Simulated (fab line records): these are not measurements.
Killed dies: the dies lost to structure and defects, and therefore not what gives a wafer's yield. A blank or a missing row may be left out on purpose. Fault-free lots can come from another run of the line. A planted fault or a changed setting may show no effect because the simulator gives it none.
fab line records / flow nand-harc
record: lots: 6 wafers: 18 last-day: 24
route steps=1159 shown THIN_TSV@1101
lots that met no fault: taken from a fault-free run of the same line
start-h: start of the lot's first displayed wafer, in hours after the record's first day / wait-h: how many hours have passed since the lot's step before this one / " repeats the value in the row above / L1.1+2: one row covering several wafers at once / - value missing, or start not given / * or withheld: withheld / < > ~ a bound
route shown NAME@n: names a module that has steps shown in the file, with the first one's number in the route / usual: mean/standard deviation of fault-free wafers / same: alike in all rows / chamber/n: place in a boat / sites: each site's reading / _std_site: standard deviation across them / _edge_site: mean of outer sites minus mean of inner sites / radius-mm: for every site, how far away it sits from the centre of the wafer / mask NAME#n: copy n / behind: the most recent tool/chamber to have shaped the wafer / hold: what put the lot on hold/how long, in hours/how the hold closed / device: transistor that didn't switch, given as n, p or np / end of line: tests run on the same wafers once the route is complete / a step given without rows: its recipe and nothing more / killed: at the first sort, the dies lost to defects and structure; wafer yield is something else / map: the dies of a wafer, with x for killed, . for not killed, _ for no die there
set.NAME: the setting that was run; set.NAME@STEP: the one run at that earlier step / model.NAME: the simulator's own value behind a step, which no gauge read
certain route steps with their lots: each step a table, each wafer a row
services: when a tool's chamber went out of use (start-h, in hours from the record's first day, below 0 if earlier), for how many hours, and the reason
== steps ==
step: NHARC_THIN_TSV_GRIND_00
recipe: target-thk-um: 6
usual: motor-current-A: 12.001/0.022
lot.wafer=L721.1 tool=grinder-01 chamber=0 start-h=435.84 wait-h=2.5 motor-current-A=11.999
lot.wafer=L721.3 tool=grinder-01 chamber=0 start-h=435.84 wait-h=2.5 motor-current-A=12.023
lot.wafer=L721.5 tool=grinder-01 chamber=0 start-h=435.84 wait-h=2.5 motor-current-A=11.981
lot.wafer=L732.3 tool=grinder-01 chamber=0 start-h=500.13 wait-h=0.5 motor-current-A=12.014
lot.wafer=L732.4 tool=grinder-01 chamber=0 start-h=500.13 wait-h=0.5 motor-current-A=12.008
lot.wafer=L732.6 tool=grinder-01 chamber=0 start-h=500.13 wait-h=0.5 motor-current-A=12.012
lot.wafer=L735.2 tool=grinder-01 chamber=0 start-h=529.21 wait-h=0.3 motor-current-A=12.011
lot.wafer=L735.3 tool=grinder-01 chamber=0 start-h=529.21 wait-h=0.3 motor-current-A=12.012
lot.wafer=L735.4 tool=grinder-01 chamber=0 start-h=529.21 wait-h=0.3 motor-current-A=11.978
lot.wafer=L738.2 tool=grinder-01 chamber=0 start-h=530.40 wait-h=1.5 motor-current-A=12.001
lot.wafer=L738.3 tool=grinder-01 chamber=0 start-h=530.40 wait-h=1.5 motor-current-A=11.993
lot.wafer=L738.6 tool=grinder-01 chamber=0 start-h=530.40 wait-h=1.5 motor-current-A=11.970
lot.wafer=L741.1 tool=grinder-01 chamber=0 start-h=533.81 wait-h=4.9 motor-current-A=11.978
lot.wafer=L741.3 tool=grinder-01 chamber=0 start-h=533.81 wait-h=4.9 motor-current-A=12.019
lot.wafer=L741.6 tool=grinder-01 chamber=0 start-h=533.81 wait-h=4.9 motor-current-A=11.976
lot.wafer=L743.1 tool=grinder-01 chamber=0 start-h=549.72 wait-h=2.1 motor-current-A=12.028
lot.wafer=L743.3 tool=grinder-01 chamber=0 start-h=549.72 wait-h=2.1 motor-current-A=12.018
lot.wafer=L743.6 tool=grinder-01 chamber=0 start-h=549.72 wait-h=2.1 motor-current-A=12.023
step: NHARC_THIN_TSV_CMP_01
recipe: target-thk-um: 3
usual: motor-current-A: 12.0/0.99
lot.wafer=L721.3 tool=cmp-03 chamber=0 start-h=437.06 wait-h=0.6 motor-current-A=11.7
lot.wafer=L721.1 tool=cmp-03 chamber=1 start-h=437.06 wait-h=0.6 motor-current-A=14.7
lot.wafer=L721.5 tool=cmp-03 chamber=0 start-h=437.06 wait-h=0.6 motor-current-A=12.1
lot.wafer=L732.4 tool=cmp-02 chamber=3 start-h=500.95 wait-h=0.4 motor-current-A=12.1
lot.wafer=L732.3 tool=cmp-02 chamber=2 start-h=500.95 wait-h=0.4 motor-current-A=11.0
lot.wafer=L732.6 tool=cmp-02 chamber=3 start-h=500.95 wait-h=0.4 motor-current-A=12.8
lot.wafer=L735.3 tool=cmp-03 chamber=1 start-h=530.25 wait-h=0.6 motor-current-A=13.8
lot.wafer=L735.4 tool=cmp-03 chamber=2 start-h=530.25 wait-h=0.6 motor-current-A=10.7
lot.wafer=L735.2 tool=cmp-03 chamber=3 start-h=530.25 wait-h=0.6 motor-current-A=11.9
lot.wafer=L738.2 tool=cmp-03 chamber=2 start-h=531.43 wait-h=0.8 motor-current-A=10.1
lot.wafer=L738.3 tool=cmp-03 chamber=0 start-h=531.43 wait-h=0.8 motor-current-A=11.8
lot.wafer=L738.6 tool=cmp-03 chamber=2 start-h=531.43 wait-h=0.8 motor-current-A=10.1
lot.wafer=L741.3 tool=cmp-01 chamber=2 start-h=535.08 wait-h=0.7 motor-current-A=12.5
lot.wafer=L741.1 tool=cmp-01 chamber=3 start-h=535.08 wait-h=0.7 motor-current-A=12.3
lot.wafer=L741.6 tool=cmp-01 chamber=1 start-h=535.08 wait-h=0.7 motor-current-A=12.2
lot.wafer=L743.1 tool=cmp-01 chamber=1 start-h=550.94 wait-h=1.0 motor-current-A=12.1
lot.wafer=L743.3 tool=cmp-01 chamber=2 start-h=550.94 wait-h=1.0 motor-current-A=12.0
lot.wafer=L743.6 tool=cmp-01 chamber=2 start-h=550.94 wait-h=1.0 motor-current-A=11.8
step: NHARC_THIN_TSV_THK_MEAS_02
recipe: thk-meas-gauge: ir
usual: thk-nm: 3015/230
lot.wafer=L721.1 tool=film-metro-01 chamber=- start-h=437.33 wait-h=- thk-nm=3295
lot.wafer=L721.3 tool=film-metro-01 chamber=- start-h=437.33 wait-h=- thk-nm=3204
lot.wafer=L721.5 tool=film-metro-01 chamber=- start-h=437.33 wait-h=- thk-nm=3093
lot.wafer=L732.3 tool=film-metro-02 chamber=- start-h=501.22 wait-h=0.2 thk-nm=2447
lot.wafer=L732.4 tool=film-metro-02 chamber=- start-h=501.22 wait-h=0.2 thk-nm=2742
lot.wafer=L732.6 tool=film-metro-02 chamber=- start-h=501.22 wait-h=0.2 thk-nm=2739
lot.wafer=L735.2 tool=film-metro-02 chamber=- start-h=530.49 wait-h=0.2 thk-nm=2805
lot.wafer=L735.3 tool=film-metro-02 chamber=- start-h=530.49 wait-h=0.2 thk-nm=2575
lot.wafer=L735.4 tool=film-metro-02 chamber=- start-h=530.49 wait-h=0.2 thk-nm=3305
lot.wafer=L738.2 tool=film-metro-01 chamber=- start-h=531.69 wait-h=0.2 thk-nm=3003
lot.wafer=L738.3 tool=film-metro-01 chamber=- start-h=531.69 wait-h=0.2 thk-nm=3019
lot.wafer=L738.6 tool=film-metro-01 chamber=- start-h=531.69 wait-h=0.2 thk-nm=3288
lot.wafer=L741.1 tool=film-metro-01 chamber=- start-h=535.30 wait-h=- thk-nm=3203
lot.wafer=L741.3 tool=film-metro-01 chamber=- start-h=535.30 wait-h=- thk-nm=3026
lot.wafer=L741.6 tool=film-metro-01 chamber=- start-h=535.30 wait-h=- thk-nm=2938
lot.wafer=L743.1 tool=film-metro-02 chamber=- start-h=551.20 wait-h=- thk-nm=2703
lot.wafer=L743.3 tool=film-metro-02 chamber=- start-h=551.20 wait-h=- thk-nm=2840
lot.wafer=L743.6 tool=film-metro-02 chamber=- start-h=551.20 wait-h=- thk-nm=2599
step: NHARC_THIN_TSV_SRD_03
step: NHARC_THIN_TSV_PRECLEAN_41
recipe: time-s: * temp-c: 50 bath-age-min: 0 chemistry: SC1
step: NHARC_THIN_TSV_SRD_42
step: NHARC_THIN_TSV_DEP_43
recipe: target-thk-a: 13285 temp-c: withheld pressure-torr: 6.5 rf-w: 900 teos-flow-sccm: 161.4 flow-sccm: 2650 target-thk-nm: 1328.5 gas: O2 material: SiO2
usual: showerhead-vpp-V: 1832/120 throttle-valve-pct: 16.0/0.58
lot.wafer=L721.3 tool=pecvd-04 chamber=1 start-h=437.59 wait-h=- showerhead-vpp-V=1839 throttle-valve-pct=15.9
lot.wafer=L721.1 tool=pecvd-04 chamber=2 start-h=437.59 wait-h=- showerhead-vpp-V=1881 throttle-valve-pct=16.6
lot.wafer=L721.5 tool=pecvd-04 chamber=0 start-h=437.59 wait-h=- showerhead-vpp-V=2101 throttle-valve-pct=15.5
lot.wafer=L732.3 tool=pecvd-03 chamber=1 start-h=501.53 wait-h=- showerhead-vpp-V=2011 throttle-valve-pct=16.0
lot.wafer=L732.6 tool=pecvd-03 chamber=2 start-h=501.53 wait-h=- showerhead-vpp-V=1776 throttle-valve-pct=15.5
lot.wafer=L732.4 tool=pecvd-03 chamber=1 start-h=501.53 wait-h=- showerhead-vpp-V=1987 throttle-valve-pct=16.1
lot.wafer=L735.2 tool=pecvd-03 chamber=2 start-h=530.77 wait-h=- showerhead-vpp-V=1776 throttle-valve-pct=15.5
lot.wafer=L735.3 tool=pecvd-03 chamber=0 start-h=530.77 wait-h=- showerhead-vpp-V=1857 throttle-valve-pct=16.3
lot.wafer=L735.4 tool=pecvd-03 chamber=0 start-h=530.77 wait-h=- showerhead-vpp-V=1885 throttle-valve-pct=16.6
lot.wafer=L738.2 tool=pecvd-03 chamber=1 start-h=531.91 wait-h=- showerhead-vpp-V=1977 throttle-valve-pct=16.1
lot.wafer=L738.3 tool=pecvd-03 chamber=2 start-h=531.91 wait-h=- showerhead-vpp-V=1790 throttle-valve-pct=15.7
lot.wafer=L738.6 tool=pecvd-03 chamber=1 start-h=531.91 wait-h=- showerhead-vpp-V=1975 throttle-valve-pct=15.8
lot.wafer=L741.3 tool=pecvd-04 chamber=1 start-h=535.56 wait-h=- showerhead-vpp-V=1838 throttle-valve-pct=16.0
lot.wafer=L741.1 tool=pecvd-04 chamber=2 start-h=535.56 wait-h=- showerhead-vpp-V=1848 throttle-valve-pct=16.9
lot.wafer=L741.6 tool=pecvd-04 chamber=2 start-h=535.56 wait-h=- showerhead-vpp-V=1862 throttle-valve-pct=16.7
lot.wafer=L743.1 tool=pecvd-02 chamber=1 start-h=551.47 wait-h=- showerhead-vpp-V=1861 throttle-valve-pct=16.0
lot.wafer=L743.3 tool=pecvd-02 chamber=2 start-h=551.47 wait-h=- showerhead-vpp-V=1645 throttle-valve-pct=14.1
lot.wafer=L743.6 tool=pecvd-02 chamber=1 start-h=551.47 wait-h=- showerhead-vpp-V=1896 throttle-valve-pct=16.2
step: NHARC_THIN_TSV_DEHYDRATE_04
recipe: temp-c: 150 time-s: 120
step: NHARC_THIN_TSV_HMDS_05
recipe: time-s: 30
step: NHARC_THIN_TSV_COAT_06
recipe: spin-rpm: *
step: NHARC_THIN_TSV_SOFTBAKE_07
recipe: temp-c: 122 time-s: 95
step: NHARC_THIN_TSV_EBR_08
step: NHARC_THIN_TSV_EXPOSE_09
recipe: na: 0.55 dose-mj: 30.7 mask-id: TSV
usual: exposure-dose-mJ-cm2: 30.707/0.029 focus-offset-nm: -0.1/0.57 stage-vel-mm-s: 500.00/0.27
lot.wafer=L721.1 tool=krf-scanner-04 chamber=0 start-h=438.23 wait-h=- mask=TSV#0 exposure-dose-mJ-cm2=30.731 focus-offset-nm=0.6 stage-vel-mm-s=499.56
lot.wafer=L721.3 tool=krf-scanner-04 chamber=0 start-h=438.23 wait-h=- mask=TSV#0 exposure-dose-mJ-cm2=30.699 focus-offset-nm=-0.1 stage-vel-mm-s=500.01
lot.wafer=L721.5 tool=krf-scanner-04 chamber=0 start-h=438.23 wait-h=- mask=TSV#0 exposure-dose-mJ-cm2=30.710 focus-offset-nm=-1.1 stage-vel-mm-s=500.06
lot.wafer=L732.3 tool=krf-scanner-03 chamber=0 start-h=502.13 wait-h=- mask=TSV#0 exposure-dose-mJ-cm2=30.753 focus-offset-nm=-0.5 stage-vel-mm-s=500.39
lot.wafer=L732.4 tool=krf-scanner-03 chamber=0 start-h=502.13 wait-h=- mask=TSV#0 exposure-dose-mJ-cm2=30.712 focus-offset-nm=-1.1 stage-vel-mm-s=499.67
lot.wafer=L732.6 tool=krf-scanner-03 chamber=0 start-h=502.13 wait-h=- mask=TSV#0 exposure-dose-mJ-cm2=30.737 focus-offset-nm=-0.2 stage-vel-mm-s=500.00
lot.wafer=L735.2 tool=krf-scanner-03 chamber=- start-h=531.27 wait-h=- mask=TSV#0 exposure-dose-mJ-cm2=- focus-offset-nm=- stage-vel-mm-s=-
lot.wafer=L735.3 tool=krf-scanner-03 chamber=- start-h=531.27 wait-h=- mask=TSV#0 exposure-dose-mJ-cm2=- focus-offset-nm=- stage-vel-mm-s=-
lot.wafer=L735.4 tool=krf-scanner-03 chamber=- start-h=531.27 wait-h=- mask=TSV#0 exposure-dose-mJ-cm2=- focus-offset-nm=- stage-vel-mm-s=-
lot.wafer=L738.2 tool=krf-scanner-03 chamber=- start-h=532.48 wait-h=- mask=TSV#0 exposure-dose-mJ-cm2=- focus-offset-nm=- stage-vel-mm-s=-
lot.wafer=L738.3 tool=krf-scanner-03 chamber=- start-h=532.48 wait-h=- mask=TSV#0 exposure-dose-mJ-cm2=- focus-offset-nm=- stage-vel-mm-s=-
lot.wafer=L738.6 tool=krf-scanner-03 chamber=- start-h=532.48 wait-h=- mask=TSV#0 exposure-dose-mJ-cm2=- focus-offset-nm=- stage-vel-mm-s=-
lot.wafer=L741.1 tool=krf-scanner-03 chamber=0 start-h=536.19 wait-h=- mask=TSV#0 exposure-dose-mJ-cm2=30.732 focus-offset-nm=-0.5 stage-vel-mm-s=500.27
lot.wafer=L741.3 tool=krf-scanner-03 chamber=0 start-h=536.19 wait-h=- mask=TSV#0 exposure-dose-mJ-cm2=30.758 focus-offset-nm=-0.3 stage-vel-mm-s=500.06
lot.wafer=L741.6 tool=krf-scanner-03 chamber=0 start-h=536.19 wait-h=- mask=TSV#0 exposure-dose-mJ-cm2=30.756 focus-offset-nm=-0.3 stage-vel-mm-s=500.24
lot.wafer=L743.1 tool=krf-scanner-04 chamber=0 start-h=552.10 wait-h=- mask=TSV#0 exposure-dose-mJ-cm2=30.746 focus-offset-nm=0.0 stage-vel-mm-s=499.85
lot.wafer=L743.3 tool=krf-scanner-04 chamber=0 start-h=552.10 wait-h=- mask=TSV#0 exposure-dose-mJ-cm2=30.710 focus-offset-nm=0.5 stage-vel-mm-s=500.34
lot.wafer=L743.6 tool=krf-scanner-04 chamber=0 start-h=552.10 wait-h=- mask=TSV#0 exposure-dose-mJ-cm2=30.693 focus-offset-nm=-0.3 stage-vel-mm-s=499.83
step: NHARC_THIN_TSV_PEB_10
recipe: peb-temp-c: 118 peb-time-s: 85
== services ==
tool=cmp-01 chamber=- start-h=417.58 hours=0.6 kind=repair
tool=cmp-02 chamber=- start-h=422.75 hours=4.0 kind=pm
tool=grinder-01 chamber=- start-h=422.88 hours=0.3 kind=repair
tool=cmp-03 chamber=- start-h=439.07 hours=1.0 kind=repair
tool=cmp-03 chamber=- start-h=450.02 hours=4.0 kind=pm
tool=cmp-01 chamber=- start-h=453.75 hours=0.2 kind=repair
tool=cmp-02 chamber=- start-h=454.30 hours=5.3 kind=repair
tool=cmp-03 chamber=- start-h=461.71 hours=1.7 kind=repair
tool=krf-scanner-03 chamber=- start-h=469.82 hours=0.2 kind=repair
tool=krf-scanner-04 chamber=- start-h=471.01 hours=4.0 kind=pm
tool=pecvd-03 chamber=- start-h=473.37 hours=13.0 kind=pm
tool=pecvd-04 chamber=- start-h=478.30 hours=5.0 kind=repair
tool=cmp-01 chamber=- start-h=483.85 hours=4.0 kind=pm
tool=cmp-02 chamber=- start-h=485.22 hours=5.4 kind=repair
tool=pecvd-03 chamber=- start-h=487.46 hours=0.3 kind=repair
tool=cmp-02 chamber=- start-h=498.43 hours=2.5 kind=repair
tool=cmp-02 chamber=- start-h=509.11 hours=0.8 kind=repair
tool=cmp-01 chamber=- start-h=510.86 hours=0.6 kind=repair
tool=krf-scanner-03 chamber=- start-h=512.00 hours=4.0 kind=pm
tool=cmp-01 chamber=- start-h=514.85 hours=0.5 kind=repair
tool=cmp-03 chamber=- start-h=518.34 hours=1.6 kind=repair
tool=cmp-03 chamber=- start-h=540.83 hours=2.5 kind=repair
tool=grinder-01 chamber=- start-h=546.22 hours=3.5 kind=repair
tool=cmp-03 chamber=- start-h=548.02 hours=4.0 kind=pm
== key ==
first-sign: step: NHARC_THIN_TSV_EXPOSE_09 reading: tool-record direction: missing
effect none on later readings
met-at NHARC_THIN_TSV_EXPOSE_09
struck-wafers L735.2,L735.3,L735.4,L738.2,L738.3,L738.6
later-rows-left-out L735.2,L735.3,L735.4,L738.2,L738.3,L738.6
sort-left-out L735.2,L735.3,L735.4,L738.2,L738.3,L738.6
onset-between 502.13 531.27
fault: kind: skipped-step-whole tool: krf-scanner-03 chamber: - onset-h: 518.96 steps: NHARC_THIN_TSV_EXPOSE_09 scope: struck-lots-only
sort-left-out: the simulated sort isn't trusted on such a fault, so these wafers' sort isn't shown, and their yield isn't known
later-rows-left-out: the simulator's readings of these wafers behind a module that went badly wrong aren't trusted and aren't shown, but for the sort
